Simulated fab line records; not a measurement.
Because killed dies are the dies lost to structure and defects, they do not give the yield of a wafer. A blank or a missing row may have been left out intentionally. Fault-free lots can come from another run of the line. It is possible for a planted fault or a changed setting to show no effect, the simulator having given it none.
Matching of chambers	flow n5Finfet	N5_BEOL_M4_STRIP_36 on rieDiel-01: 4 sister chambers
The step strips in N2/H2. 8 wafers are shown with their chamber, then 10 later ones without.

EACH WAFER AND ITS CHAMBER
wafer	chamber	drypumpMotorCurrentA (A)	throttleValvePct (%)
L077.4	2	5.86	23.7
L084.1	3	5.53	22.9
L084.2	0	5.68	24.0
L086.1	1	5.53	24.1
L086.5	0	5.74	24.0
L086.6	1	5.55	24.1
L092.3	3	5.52	23.0
L092.4	2	5.85	23.7

WAFERS MISSING THEIR CHAMBER
wafer	drypumpMotorCurrentA (A)	throttleValvePct (%)
L092.5	5.53	23.0
L094.1	5.87	23.7
L094.4	5.53	24.1
L094.5	5.51	23.0
L095.2	5.49	24.1
L095.5	5.72	24.1
L095.6	5.49	23.0
L097.3	5.84	23.7
L097.5	5.69	24.1
L097.6	5.54	24.1

WHICH CHAMBER EACH ONE RAN IN
wafer	from the rows above	in truth
L092.5	3	3
L094.1	2	2
L094.4	1	1
L094.5	3	3
L095.2	1	1
L095.5	0	0
L095.6	3	3
L097.3	2	2
L097.5	0	0
L097.6	1	1
Placed correctly: 10 of 10. Left unplaced by these rows: 0. Wrongly placed: 0.
How it was worked out, from the rows above alone: a wafer's distance from a chamber is the root of the sum, over the readings, of the square of ((its reading less the chamber's mean) divided by the reading's scatter). The wafer belongs to the nearest chamber; if the next one is less than 2 further off, it can't be placed. For every chamber, the mean is computed from those of its wafers that are shown. The scatter: the root of (the sum of the squares of (reading less its chamber's mean) over the shown wafers, divided by (wafers less chambers)).
